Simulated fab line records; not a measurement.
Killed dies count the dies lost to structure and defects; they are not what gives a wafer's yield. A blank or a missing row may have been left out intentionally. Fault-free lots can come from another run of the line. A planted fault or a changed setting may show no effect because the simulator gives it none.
Struck lot and sound lot, side by side    flow n5_finfet    14 steps out of a route of 1938
Sound: these wafers, L734.2, L734.3, L734.5. The struck wafers were L721.3, L721.4, L721.6. The cause is named last.
Order at every step that has rows: each side's tool, ch and its chambers, its first start. Under that, the readings that differ: sound wafers    struck wafers    difference of the means    sigmas: that difference in standard deviations of wafers without a fault.
alike: readings whose means differ by less than 2 such deviations, and words and numbers that are the same on both sides. not compared: withheld readings, readings that some wafer has no value for, bounds like >300 that may hide the same value, and numbers for which the record gives no deviation and whose values overlap.
The two part at a step that has a row with sigmas, a row that says differs or no value, or rows on one side only. Numbers that don't overlap but have no deviation are shown without sigmas and don't part them. A reading missing from all wafers of one side parts the sides only when that side holds two or more wafers.

first, 10 steps without rows for these wafers: N5_DUMMY_GATE_ETCH_23 (etches poly-Si in HBr/Cl2/O2, target depth 41 nm, time 22.3 s); N5_DUMMY_GATE_ETCH_44 (etches poly-Si in HBr/O2, stops on SiO2, target depth 127.5 nm); N5_DUMMY_GATE_ETCH_42 (etches SiO2 in CHF3/O2, target depth 3.5 nm, time 31 s); N5_DUMMY_GATE_STRIP_48 (strips in N2/H2, time 20 s); N5_DUMMY_GATE_PRECLEAN_33 (cleans in dHF, time 10 s); N5_DUMMY_GATE_PRECLEAN_25 (cleans in O3/DIW, time 45 s); N5_DUMMY_GATE_PRECLEAN_51 (cleans in SC2, time 45 s); N5_DUMMY_GATE_SRD_26 (time 30 s); N5_DUMMY_GATE_UV_OZONE_45 (time 120 s); N5_SPACER0_ALD_07 (deposits SiNx, target thk 2 nm).
N5_SPACER0_ALD_00: deposits SiOCN, target thk 3.5 nm, pulse time 3 s, purge time 2 s.
  sound on ald_sin-03 ch 0,1, day 8 19:17; struck on ald_sin-04 ch 0,1,3, day 5 11:50
  no value came back on the struck wafers for any of 5 readings (ald_cycles, chamber_pressure_Torr (Torr) and others); on the sound wafers ald_cycles reads 58 58 58
then, 1 step without rows for these wafers: N5_SPACER0_ALD_08 (deposits SiNx, target thk 2 nm).
N5_BEOL_M4_RC_MEAS_101:
  the record has rows for the sound wafers here (prober-02 ch 0, day 14 04:25) and none for the struck ones
-- a jump in the record: the struck wafers' starts before and after are 10 days apart (it breaks off in module BEOL_M4 and resumes in module PASSIVATION, where the first step shown is number 1936 of the route) --
N5_PASSIVATION_PROBE_49:
  sound on prober-02 at day 18 21:59; struck on prober-01 at day 15 02:26
reading                   sound           struck          difference  sigmas
defect_limited_yield (%)  90.4 89.2 89.2  0 0 0           -90         -60
killed_at_contacts        13 19 36        1 6 10          -17         -2
killed_at_front_end       47 48 37        1131 1115 1107  +1074       +89
killed_dies               113 127 127     1180 1180 1180  +1058       +59
killed_on_rim             17 21 10        152 152 152     +136        +32
sort_bin_5_function (%)   5.6 6.3 6.2     95.8 95.9 96.2  +89.9       +90
sort_n_pass               1067 1053 1053  0 0 0           -1058       -59
sort_yield_pct (%)        90.4 89.2 89.2  0 0 0           -90         -60
  alike: killed_at_M0_to_M3, killed_at_M4_up, killed_at_other, killed_open, killed_short, sort_bin_6_memory

## WHERE THEY PART
Earliest at N5_SPACER0_ALD_00; latest, in this record, at N5_PASSIVATION_PROBE_49.

WHY: what had been put in by the simulator
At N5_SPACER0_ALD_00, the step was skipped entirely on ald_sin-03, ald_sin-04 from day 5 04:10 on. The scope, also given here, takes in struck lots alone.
